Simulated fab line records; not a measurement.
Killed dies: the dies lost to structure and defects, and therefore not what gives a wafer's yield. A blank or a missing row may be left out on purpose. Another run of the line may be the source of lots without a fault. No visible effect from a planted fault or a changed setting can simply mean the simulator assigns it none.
Split-lot experiment ; flow n5Finfet ; 21 wafers read from 7 lots, route of 1938 steps

== THE SPLIT ITSELF ==
At N5_BEOL_M11_ETCH_41 (etches SiCN in CH3F/O2, target depth 42.6 nm, time 86 s), the setting timeS was moved away from the recipe's 86 s on 8 of the 21 wafers read, by -20.2% to +15.6%. For the rest of the wafers, this setting stayed at what the recipe calls for.

The reading comes from the split's own step.

== THE READING ==
etch.depthNm (the simulator's own value, which no gauge read), in nm, at N5_BEOL_M11_ETCH_41 (etches SiCN in CH3F/O2, target depth 42.6 nm, time 86 s). There is no usual value for it anywhere in the file. Here, 13 wafers ran the recipe; their average is 32.83 nm with a standard deviation of 0.39 nm.

wafer;tool, chamber at the split;timeS as run, s;against the recipe;etch.depthNm, nm;against lot-mates on the recipe
L077.1;rieDiel-02, 0;86;recipe;32.87;-
L077.3;rieDiel-02, 2;97.28;+13.1%;38.26;+5.49
L077.5;rieDiel-02, 3;86;recipe;32.67;-
L082.1;rieDiel-02, 0;94.61;+10.0%;36.21;+3.08
L082.3;rieDiel-02, 3;86;recipe;32.52;-
L082.5;rieDiel-02, 2;86;recipe;33.74;-
L087.2;rieDiel-05, 1;86;recipe;32.3;-
L087.3;rieDiel-05, 0;91.78;+6.7%;35.41;+2.58
L087.5;rieDiel-05, 0;86;recipe;33.35;-
L092.3;rieDiel-05, 1;86;recipe;32.65;-
L092.4;rieDiel-05, 3;86;recipe;32.88;-
L092.6;rieDiel-05, 3;70.73;-17.8%;27.12;-5.64
L094.1;rieDiel-05, 0;86;recipe;33.31;-
L094.3;rieDiel-05, 1;86;recipe;32.71;-
L094.4;rieDiel-05, 3;86;recipe;32.76;-
L095.1;rieDiel-02, 3;68.66;-20.2%;25.73;no lot-mate on the recipe
L095.2;rieDiel-02, 1;68.66;-20.2%;26.27;no lot-mate on the recipe
L095.3;rieDiel-02, 2;68.66;-20.2%;26.55;no lot-mate on the recipe
L097.3;rieDiel-05, 2;99.45;+15.6%;37.54;+5.05
L097.4;rieDiel-05, 1;86;recipe;32.5;-
L097.6;rieDiel-05, 2;86;recipe;32.47;-

THE FIT
A straight line over all 21 wafers: etch.depthNm changes by +0.335 nm for each +1% of timeS; r = +0.99; the points scatter about the line by 0.45 nm.
The same after taking each lot's own level away (the mean of its wafers on the recipe; 18 wafers): +0.339 nm for each +1%; r = +0.98; scatter 0.43 nm.
That fit puts the effect of the largest move of timeS on the reading at 6.8 nm.
The lots' own levels span 32.485 to 33.130 nm, that is 1.6 times the standard deviation above.
So the lot-to-lot level changes the slope little: the two slopes agree.
Check: -6.28 nm against its lot-mates is what the line predicts for one of the wafers moved furthest among these (-17.8%) when that wafer is left out of the fit. Against them it came out at -5.64 nm.

== THE OTHER SPLITS THESE WAFERS WENT THROUGH ==
Other splits were also applied to these wafers ahead of the reading. Each is held against what the fit with the lots' levels taken away leaves over:
other split on the same wafers;wafers away from the commonest value;r with etch.depthNm (lot level and that fit taken away)
N5_BEOL_M9_EXPOSE_25 doseMj;11;+0.11
N5_BEOL_M11_ILD_DEP_00 timeS;8;-0.10
N5_BEOL_M11_COAT_05 spinRpm;8;-0.05
N5_BEOL_M11_TRENCH_ETCH_37 sourceW;4;+0.27

== FILE'S OWN FIT ==
etch.depthNm changes by +0.341 nm for each +1% of timeS, r = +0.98.
